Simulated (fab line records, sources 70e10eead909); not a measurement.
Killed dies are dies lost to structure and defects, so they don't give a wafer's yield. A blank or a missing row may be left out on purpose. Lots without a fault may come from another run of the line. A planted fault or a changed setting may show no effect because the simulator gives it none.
fab line records | flow nand_harc
record lots=5 wafers=15 last_day=32
route steps=1302 shown P_ZERO_WELL@68 P_STI@69 END@1302
lots that met no fault: from a run of the same line without faults
start_h: hours from the record's first day to the start of the lot's first wafer shown | wait_h: hours since the lot's step before | " the same as in the row above | L1.1+2: a row that stands for several wafers | - no value, or no start given | * or withheld: withheld | < > ~ a bound
route shown NAME@n: a module of which the file shows steps, and the number in the route of the first | usual: mean/standard deviation of fault-free wafers | same: alike in all rows | chamber/n: place in a boat | sites: the reading at each site | _std_site: their standard deviation | _edge_site: outer sites' mean less inner sites' | radius_mm: how far each site lies from the wafer's centre | mask NAME#n: copy n | behind: the tool/chamber that last shaped the wafer | hold: why the lot was held/for how many hours/how that ended | device: the transistor (n, p or np) that didn't switch | end of line: the same wafers' tests at the end of the route | a step without rows: its recipe alone | killed: dies lost to structure and defects at the first sort, not the wafer's yield | map: a wafer's dies, x killed, . not, _ none there
set.NAME: the setting as run; set.NAME@STEP: as run at that earlier step | model.NAME: the simulator's own value behind a step, which no gauge read
lots at some steps of the route; a table a step, a row a wafer
services: from which hour (start_h, from the record's first day; less than 0 if before it) a tool's chamber was out of use, for how many hours, and why
## steps
# step NHARC_P_ZERO_WELL_INSPECT_43
# usual raw_defect_count=12/5.3
# columns lot.wafer tool chamber start_h wait_h raw_defect_count
L328.1 defect_inspect-01 - 37.46 0.6 10
L328.2 " - " " 6
L328.4 " - " " 7
L334.2 defect_inspect-01 - 101.87 0.5 15
L334.5 " - " " 8
L334.6 " - " " 8
L336.2 defect_inspect-01 - 117.43 0.5 10
L336.3 " - " " 22
L336.4 " - " " 27
L343.4 defect_inspect-02 - 187.37 0.2 10
L343.5 " - " " 4
L343.6 " - " " 12
L348.2 defect_inspect-02 - 238.08 0.5 11
L348.5 " - " " 24
L348.6 " - " " 9
# step NHARC_P_STI_ETCH_26
# recipe target_depth_a=110 chemistry=dHF material=SiO2
# step NHARC_P_STI_PRECLEAN_27
# recipe time_s=* temp_c=50 bath_age_min=0 chemistry=SC1
# step NHARC_P_STI_SRD_28
# step NHARC_P_STI_OXIDE_29
# recipe target_thk_a=100 temp_c=900 ox_time_s=1362 material=SiO2
# step NHARC_P_STI_HM_DEP_30
# recipe target_thk_a=800 temp_c=790 pressure_mtorr=300 time_s=873 material=Si3N4
# step NHARC_P_STI_DEHYDRATE_01
# recipe temp_c=150 time_s=120
# step NHARC_P_STI_HMDS_02
# recipe time_s=30
# step NHARC_P_STI_COAT_41
# recipe temp_c=200 time_s=65
# step NHARC_P_STI_COAT_03
# recipe spin_rpm=2000 resist_thk_nm=600
# step NHARC_P_STI_SOFTBAKE_04
# recipe temp_c=125 time_s=70
# step NHARC_P_STI_EBR_05
# step NHARC_P_STI_EXPOSE_06
# recipe na=0.55 target_cd_nm=200 dose_mj=37.69 mask_id=P_STI
# columns lot.wafer tool chamber start_h wait_h mask
L328.1+2+4 krf_scanner-02 0 56.18 - P_STI#0
L334.2+5+6 krf_scanner-03 0 116.84 - P_STI#0
L336.2+3+4 krf_scanner-03 0 134.12 - P_STI_R1#0
L343.4+5+6 krf_scanner-02 0 202.38 - P_STI#0
L348.2+5+6 krf_scanner-04 0 253.98 - P_STI#0
# step NHARC_P_STI_PEB_07
# recipe peb_temp_c=128 peb_time_s=80
# step NHARC_P_STI_DEVELOP_08
# recipe time_s=50 dev_temp_c=22
# step NHARC_P_STI_CD_MEAS_09
# recipe target_cd_nm=200 landing_energy_ev=500
# usual cd_nm=200.0/2.2
# columns lot.wafer tool chamber start_h wait_h cd_nm
L328.1 cd_sem-01 0 56.33 - 202.0
L328.2 " 0 " " 197.6
L328.4 " 0 " " 202.4
L334.2 cd_sem-03 0 116.99 - 197.4
L334.5 " 0 " " 199.6
L334.6 " 0 " " 202.4
L336.2 cd_sem-01 0 134.27 - 193.8
L336.3 " 0 " " 193.5
L336.4 " 0 " " 193.9
L343.4 cd_sem-02 0 202.52 - 199.8
L343.5 " 0 " " 197.7
L343.6 " 0 " " 200.6
L348.2 cd_sem-02 0 254.13 - 199.6
L348.5 " 0 " " 196.9
L348.6 " 0 " " 199.8
# step NHARC_P_STI_OVL_MEAS_10
# usual overlay_x_nm=2/4.7 overlay_y_nm=0/6.4
# columns lot.wafer tool chamber start_h wait_h overlay_x_nm overlay_y_nm
L328.1 overlay-02 - 56.42 - 0 3
L328.2 " - " " -1 3
L328.4 " - " " -1 3
L334.2 overlay-01 - 117.07 - -3 -2
L334.5 " - " " -3 -3
L334.6 " - " " -3 -3
L336.2 overlay-02 - 134.36 - 4 4
L336.3 " - " " 4 3
L336.4 " - " " 4 4
L343.4 overlay-02 - 202.60 - 6 1
L343.5 " - " " 6 0
L343.6 " - " " 5 0
L348.2 overlay-02 - 254.21 - -8 -11
L348.5 " - " " -8 -10
L348.6 " - " " -8 -11
# step NHARC_P_STI_INSPECT_11
# usual raw_defect_count=6/3.2
# columns lot.wafer tool chamber start_h wait_h raw_defect_count
L328.1 defect_inspect-01 - 56.45 0.0 8
L328.2 " - " " 6
L328.4 " - " " 3
L334.2 defect_inspect-02 - 117.11 0.0 7
L334.5 " - " " 6
L334.6 " - " " 3
L336.2 defect_inspect-02 - 134.39 0.0 3
L336.3 " - " " 9
L336.4 " - " " 7
L343.4 defect_inspect-01 - 202.64 0.0 5
L343.5 " - " " 6
L343.6 " - " " 12
L348.2 defect_inspect-01 - 254.25 0.0 4
L348.5 " - " " 2
L348.6 " - " " 9
# step NHARC_P_STI_HARDBAKE_13
# recipe temp_c=118 time_s=65
# step NHARC_P_STI_DESCUM_14
# recipe time_s=3 o2_flow_sccm=200 ar_flow_sccm=0 bias_power_w=0 chemistry=O2
# usual drypump_motor_current_A=5.6/0.46 oes_product_au=1.001/0.011 rf_vpp_V=57.9/0.92 showerhead_plenum_p_Torr=1.95/0.1 throttle_valve_pct=11.311/0.0094
# columns lot.wafer tool chamber start_h wait_h drypump_motor_current_A oes_product_au rf_hours_counter_h rf_vpp_V showerhead_plenum_p_Torr throttle_valve_pct model.P_STI.cd_nm
L328.4 rie_diel-02 3 56.59 - 5.4 0.999 0 58.7 2.04 11.320 201.9
L328.1 " 0 " " 6.2 1.005 1 57.8 1.80 11.316 202
L328.2 " 2 " " 5.5 1.004 0 57.4 1.85 11.331 197.2
L334.2 rie_diel-02 2 117.25 - 5.5 0.996 5 56.9 1.84 11.304 197.9
L334.5 " 1 " " 5.6 1.014 - 58.4 1.97 11.301 199.8
L334.6 " 2 " " 5.5 0.994 - 58.0 1.84 11.321 202.4
L336.2 rie_diel-02 1 134.53 - 5.5 1.006 7 59.9 1.98 11.317 193.7
L336.4 " 2 " " 5.5 0.996 6 56.8 1.84 11.323 194
L336.3 " 3 " " 5.4 1.010 7 58.2 2.04 11.306 193.4
L343.4 rie_diel-01 0 202.80 - 4.9 1.026 11 58.0 2.01 11.307 199.6
L343.6 " 1 " " 5.3 1.005 - 58.5 2.06 11.315 200.9
L343.5 " 2 " " 6.3 1.012 - 58.0 2.05 11.305 197.8
L348.2 rie_diel-03 1 254.38 - 6.3 0.984 5 57.8 2.04 11.307 199.4
L348.6 " 1 " " 6.3 0.980 - 59.0 2.04 11.311 199.4
L348.5 " 2 " " 5.7 1.001 - 57.4 1.79 11.297 197.9
# step NHARC_P_STI_ETCH_42
# recipe target_depth_a=800 overetch_a=240 time_s=61 ion_energy_ev=200 n2_flow_sccm=150 h2_flow_sccm=150 ar_flow_sccm=0 rf_w=400 bias_w=150 chemistry=N2/H2
# usual drypump_motor_current_A=5.6/0.46 oes_product_au=1.001/0.009 rf_vpp_V=431/3.1 showerhead_plenum_p_Torr=2.07/0.11 throttle_valve_pct=14.173/0.01
# columns lot.wafer tool chamber start_h wait_h drypump_motor_current_A oes_product_au rf_hours_counter_h rf_vpp_V showerhead_plenum_p_Torr throttle_valve_pct
L328.1 rie_diel-02 1 56.68 0.1 5.5 1.007 1 431 2.11 14.157
L328.2 " 2 " " 5.6 1.010 0 430 1.97 14.178
L328.4 " 3 " " 5.4 1.003 1 434 2.18 14.154
L334.2 rie_diel-02 3 117.33 0.1 5.4 0.996 6 435 2.18 14.176
L334.5 " 2 " " 5.5 1.003 - 428 1.96 14.176
L334.6 " 3 " " 5.4 1.002 - 434 2.18 14.168
L336.2 rie_diel-02 1 134.61 0.1 5.5 1.012 7 432 2.11 14.197
L336.4 " 3 " " 5.4 1.009 7 433 2.18 14.174
L336.3 " 0 " " 6.2 0.995 8 427 1.91 14.165
L343.4 rie_diel-01 0 202.86 0.1 4.9 1.005 11 433 2.14 14.193
L343.5 " 0 " " 4.9 1.019 - 432 2.15 14.173
L343.6 " 1 " " 5.3 1.001 - 433 2.20 14.181
L348.2 rie_diel-03 0 254.47 0.1 6.0 1.001 7 431 2.03 14.169
L348.6 " 0 " " 5.9 0.997 - 430 2.03 14.176
L348.5 " 1 " " 6.3 0.990 - 436 2.18 14.166
# step NHARC_P_STI_ETCH_31
# recipe target_depth_a=1089 time_s=54.5 cf4_flow_sccm=100 chf3_flow_sccm=30 ar_flow_sccm=0 rf_w=500 bias_w=200 chemistry=CF4/CHF3
# usual chf3_flow_sccm=30.00/0.085 drypump_motor_current_A=5.6/0.46 oes_product_au=0.962/0.018 rf_vpp_V=371.4/2.8 showerhead_plenum_p_Torr=1.60/0.08 throttle_valve_pct=16.803/0.0089
# columns lot.wafer tool chamber start_h wait_h chf3_flow_sccm drypump_motor_current_A oes_product_au rf_hours_counter_h rf_vpp_V showerhead_plenum_p_Torr throttle_valve_pct
L328.4 rie_diel-02 0 - - 30.10 6.2 0.954 1 368.3 1.48 16.796
L328.1 " 1 " " 29.93 5.5 0.983 1 371.2 1.62 16.786
L328.2 " 2 " " 30.08 5.5 0.979 1 368.7 1.52 16.796
L334.2 rie_diel-02 3 - - 30.01 5.4 0.976 6 373.2 1.67 16.804
L334.6 " 0 " " 29.82 6.1 0.966 - 368.3 1.48 16.798
L334.5 " 1 " " 30.04 5.5 0.972 - 370.7 1.62 16.814
L336.4 rie_diel-02 1 - - 29.97 5.5 0.977 7 370.4 1.62 16.810
L336.3 " 3 " " 29.96 5.4 0.977 7 374.5 1.67 16.808
L336.2 " 0 " " 30.05 6.2 0.977 8 368.6 1.48 16.811
L343.4 rie_diel-01 0 - - 30.15 4.9 0.993 11 372.3 1.65 16.785
L343.6 " 0 " " 30.06 4.9 0.995 - 373.5 1.65 16.810
L343.5 " 1 " " 30.11 5.3 0.957 - 373.7 1.69 16.803
L348.2 rie_diel-03 1 - - 30.05 6.3 0.954 6 373.9 1.67 16.813
L348.5 " 0 " " 30.05 5.9 0.977 - 371.0 1.57 16.784
L348.6 " 1 " " 30.04 6.3 0.959 - 374.5 1.67 16.806
# step NHARC_P_STI_ETCH_15
# recipe target_depth_a=3000 taper_deg=4 time_s=100.1 hbr_flow_sccm=150 cl2_flow_sccm=50 rf_w=400 icp_w=400 bias_w=100 chemistry=HBr/Cl2
# usual drypump_motor_current_A=5.9/0.61 oes_product_au=1.002/0.0085 throttle_valve_pct=26.406/0.0091
# columns lot.wafer tool chamber start_h wait_h drypump_motor_current_A oes_product_au rf_hours_counter_h throttle_valve_pct model.P_STI.cd_nm
L328.4 rie_si-04 0 56.88 - 5.1 0.989 0.3 26.407 201.4
L328.2 " 1 " " 6.7 1.003 0.5 26.404 195.5
L328.1 " 2 " " 5.9 0.997 0.4 26.422 201.3
L334.2 rie_si-02 3 117.52 - 5.4 1.002 0.0 26.423 196.9
L334.6 " 3 " " 5.4 0.999 - 26.394 201.6
L334.5 " 0 " " 6.2 1.008 - 26.384 199.6
L336.3 rie_si-04 3 134.80 - 6.6 1.007 0.9 26.402 192
L336.4 " 0 " " 5.0 0.999 1.0 26.408 194.3
L336.2 " 1 " " 6.7 1.013 1.1 26.404 194.4
L343.4 rie_si-04 2 203.08 - 6.0 1.005 0.2 26.407 198.4
L343.6 " 0 " " 5.0 1.003 - 26.405 200.3
L343.5 " 1 " " 6.7 1.017 - 26.407 195.1
L348.2 rie_si-02 1 254.66 - 4.9 1.002 1.1 26.421 200
L348.6 " 1 " " 4.9 1.003 - 26.394 200.1
L348.5 " 2 " " 6.0 1.012 - 26.401 197
# step NHARC_P_STI_CD_MEAS_16
# usual cd_nm=199.5/2.4
# columns lot.wafer tool chamber start_h wait_h cd_nm
L328.1 cd_sem-02 - 57.03 - 201.0
L328.2 " - " " 195.4
L328.4 " - " " 201.3
L334.2 cd_sem-02 - 117.68 - 196.6
L334.5 " - " " 199.0
L334.6 " - " " 201.5
L336.2 cd_sem-03 - 134.97 - 194.5
L336.3 " - " " 192.1
L336.4 " - " " 194.2
L343.4 cd_sem-01 - 203.22 - 198.5
L343.5 " - " " 194.8
L343.6 " - " " 200.6
L348.2 cd_sem-02 - 254.82 - 199.9
L348.5 " - " " 196.8
L348.6 " - " " 200.1
# step NHARC_P_STI_OCD_MEAS_17
# usual trench_depth_nm=301/4 trench_foot_cd_nm=157.8/2.3
# columns lot.wafer tool chamber start_h wait_h trench_depth_nm trench_foot_cd_nm
L328.1 ocd-01 - 57.12 0.1 297 160.6
L328.2 " - " " 303 155.1
L328.4 " - " " 296 160.7
L334.2 ocd-02 - 117.77 0.1 303 155.4
L334.5 " - " " 300 157.6
L334.6 " - " " 302 160.2
L336.2 ocd-02 - 135.05 0.1 310 150.6
L336.3 " - " " 305 150.5
L336.4 " - " " 302 151.4
L343.4 ocd-02 - 203.30 0.1 304 157.1
L343.5 " - " " 304 156.0
L343.6 " - " " 299 159.0
L348.2 ocd-02 - 254.91 0.1 300 157.7
L348.5 " - " " 305 154.1
L348.6 " - " " 299 157.7
# step NHARC_P_STI_STRIP_19
# recipe time_s=900 temp_c=130 chemistry=SPM
# step NHARC_END_SORT_01
# recipe temp_c=25
# usual killed_at_array=55/17 killed_at_other=1.1/1.6 killed_at_periphery=3.8/2.5 killed_dies=60/18 killed_open=3.3/1.9 killed_short=2.5/1.7
# same gross_dies=677
# columns lot.wafer tool chamber start_h wait_h killed_at_array killed_at_other killed_at_periphery killed_dies killed_open killed_short
L336.2 prober-02 0 660.57 2.8 16 3 0 19 3 2
L336.3 prober-02 0 661.36 3.1 9 4 6 19 1 1
L336.4 prober-02 0 662.14 3.3 16 1 4 21 2 2
L343.4 prober-02 0 710.10 3.4 67 0 8 75 4 3
L343.5 prober-02 0 710.90 3.7 40 1 6 47 3 2
L343.6 prober-02 0 711.71 4.0 53 0 7 60 1 1
# killed by level:class
L336.2 A_CHANNEL_HOLE_D1:chamber_film_flake=3 A_SLIT:chamber_film_flake=3 A_CONTACT:chamber_film_flake=3 THIN_TSV:chamber_film_flake=3 A_ONON_D1:geometric_particle:open=1 A_DECK1_JOINT:geometric_particle:short=1 A_ONON_D2:geometric_particle:short=1 A_ONON_D2:geometric_particle:open=1
L336.3 THIN_TSV:chamber_film_flake=4 P_ZERO_WELL:chamber_film_flake=3 P_M1:chamber_film_flake=3 A_CHANNEL_HOLE_D1:chamber_film_flake=2 A_CHANNEL_HOLE_D2:chamber_film_flake=2 A_CONTACT:chamber_film_flake=2 A_DECK1_JOINT:geometric_particle:open=1 A_ONON_D2:geometric_particle:short=1
L336.4 A_CONTACT:chamber_film_flake=4 A_CHANNEL_HOLE_D1:chamber_film_flake=3 A_SLIT:chamber_film_flake=2 A_WL_FILL:chamber_film_flake=2 P_M0:geometric_particle:short=1 A_STAIRCASE:geometric_particle:short=1 A_CONTACT:geometric_particle:open=1 A_M1:geometric_particle:open=1
L343.4 A_SLIT:chamber_film_flake=33 A_CHANNEL_HOLE_D1:chamber_film_flake=8 A_STAIRCASE:chamber_film_flake=8 A_CONTACT:chamber_film_flake=4 P_M2:chamber_film_flake=3 A_ZERO_WELL:chamber_film_flake=3 A_WL_FILL:geometric_particle:short=2 P_STI:chamber_film_flake=2
L343.5 A_SLIT:chamber_film_flake=15 A_CHANNEL_HOLE_D1:chamber_film_flake=6 P_GATE:chamber_film_flake=4 A_ZERO_WELL:chamber_film_flake=3 A_STAIRCASE:chamber_film_flake=3 A_CONTACT:chamber_film_flake=3 A_CHANNEL_FILL_D2:geometric_particle:open=2 A_CHANNEL_FILL_D2:chamber_film_flake=2
L343.6 A_SLIT:chamber_film_flake=27 A_CHANNEL_HOLE_D1:chamber_film_flake=12 A_CONTACT:chamber_film_flake=4 A_STAIRCASE:chamber_film_flake=3 P_ZERO_WELL:chamber_film_flake=2 P_STI:chamber_film_flake=2 P_CONTACT:geometric_particle:open=1 A_ONON_D1:geometric_particle:short=1
## services
# columns tool chamber start_h hours kind
rie_diel-03 1 38.59 6.9 repair
rie_si-02 2 39.64 9.0 repair
rie_diel-02 - 39.70 9.0 pm
rie_si-02 3 48.13 5.1 repair
krf_scanner-03 - 52.00 4.0 pm
rie_diel-01 1 60.09 2.5 repair
rie_diel-03 1 64.61 9.9 repair
krf_scanner-02 - 66.00 0.9 repair
krf_scanner-02 - 94.00 4.0 pm
rie_si-02 - 100.00 9.0 pm
rie_diel-03 - 104.30 9.0 pm
rie_diel-03 1 118.85 6.8 repair
krf_scanner-02 - 125.49 0.6 repair
krf_scanner-03 - 125.56 1.2 repair
rie_si-04 3 162.23 2.7 repair
rie_si-04 - 165.00 9.0 pm
rie_diel-01 - 189.91 0.9 repair
rie_diel-03 1 193.36 5.2 repair
rie_diel-01 - 203.82 9.0 pm
krf_scanner-02 - 210.72 2.0 repair
rie_diel-02 - 216.70 9.0 pm
rie_diel-01 0 230.88 14.8 repair
rie_diel-03 0 236.72 1.6 repair
rie_diel-02 1 253.46 3.1 repair
## key
first_sign step=NHARC_P_STI_EXPOSE_06 reading=mask direction=changed
effect step=NHARC_P_STI_CD_MEAS_09 reading=cd_nm direction=down sigmas=2.8 usual=200.0 struck=193.7
effect step=NHARC_P_STI_CD_MEAS_16 reading=cd_nm direction=down sigmas=2.4 usual=199.5 struck=193.6
effect step=NHARC_P_STI_OCD_MEAS_17 reading=trench_foot_cd_nm direction=down sigmas=3 usual=157.8 struck=150.9
model_effect step=NHARC_P_STI_DESCUM_14 value=P_STI.cd_nm without=199.2 struck=193.7
model_effect step=NHARC_P_STI_ETCH_15 value=P_STI.cd_nm without=199 struck=193.6
met_at NHARC_P_STI_EXPOSE_06
struck_wafers L336.2,L336.3,L336.4
tester_left_out L336
onset_between 116.84 134.12
fault kind=wrong_mask tool=any chamber=- onset_h=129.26 steps=NHARC_P_STI_EXPOSE_06 aux_copy=P_STI_R1#0 cd_offset_nm=-5.4673 scope=struck_lots_only
# tester_left_out: of these lots the tester's yield and bins aren't shown, on N5 and GAA mostly nor the transistor test; their killed dies are dies lost to structure and defects alone, not to doping, threshold or leakage, so they don't give the yield
